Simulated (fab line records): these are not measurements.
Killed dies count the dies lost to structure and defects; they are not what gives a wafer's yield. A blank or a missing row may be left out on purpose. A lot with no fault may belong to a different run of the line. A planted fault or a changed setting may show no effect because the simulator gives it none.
The same fault as seen by 2 desks    flow n5 finfet    every desk sees just its own numbers, and what lay behind them comes last

FOR THE TOOL OWNER'S DESK: pvd sputter-03
The tool's own readings at N5_BEOL_M14_SPUTTER_43 (material TaN, target thk 15 nm, time 24.19 s): means of the sampled wafers that have a number, for each lot that ran on this tool. If a lot's mean is further than 4 standard deviations from the usual mean, the lot is out of limits and carries the mark OUT (the distance appears in the brackets).
Columns: A = cathode dc power W at N5_BEOL_M14_SPUTTER_43, usual 15000 W; B = throttle valve pct at N5_BEOL_M14_SPUTTER_43, usual 29.9 %
lot   first seen here  A                        B
L771  day 11 22:30     15000                    30.2
L772  day 11 22:59     15001                    30.4
L780  day 14 06:52     13186 (-99 or more) OUT  29.4
L779  day 14 13:13     13189 (-99 or more) OUT  30.7
L791  day 18 04:01     14999                    30.8
This desk finds L779, L780 out of limits, L780 being first, at day 14 06:52 (cathode dc power W at N5_BEOL_M14_SPUTTER_43). Within limits: L771, L772, L791.

AT THE METROLOGY DESK
What the gauges read, lot by lot, whatever tool the lot ran on: means of the sampled wafers that have a number. If a lot's mean is further than 4 standard deviations from the usual mean, the lot is out of limits and carries the mark OUT (the distance appears in the brackets).
Columns: A = M14_OVL at N5_BEOL_M14_OVL_MEAS_29, usual 2 nm
lot   first seen here  A
L771  day 11 20:01     4
L772  day 11 20:43     -6
L774  day 12 10:19     3
L780  day 14 04:42     -1
L779  day 14 09:49     -0
L781  day 14 10:33     1
L785  day 15 21:38     1
L786  day 16 21:20     -1
L789  day 17 02:54     -5
L791  day 18 01:18     -4
This desk's finding: nothing out of limits on any of the 10 lots.

ALL TOGETHER
The tool owner's desk could have raised an alarm at day 14 06:52, on L779, L780.
At the metrology desk, nothing out of limits was observed.
The metrology desk holds a record of L779, L780, inside its limits.
N5_BEOL_M14_SPUTTER_43 was run on pvd sputter-03 by each of the lots named.

WHAT WAS PUT IN BY THE SIMULATOR
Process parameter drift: pvd sputter-03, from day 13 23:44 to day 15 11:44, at N5_BEOL_M14_SPUTTER_43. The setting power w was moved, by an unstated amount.
Lots struck among those shown: L779, L780.
How many hours passed from the start of the fault until each desk's first out-of-limits reading: the tool owner's desk, 7.
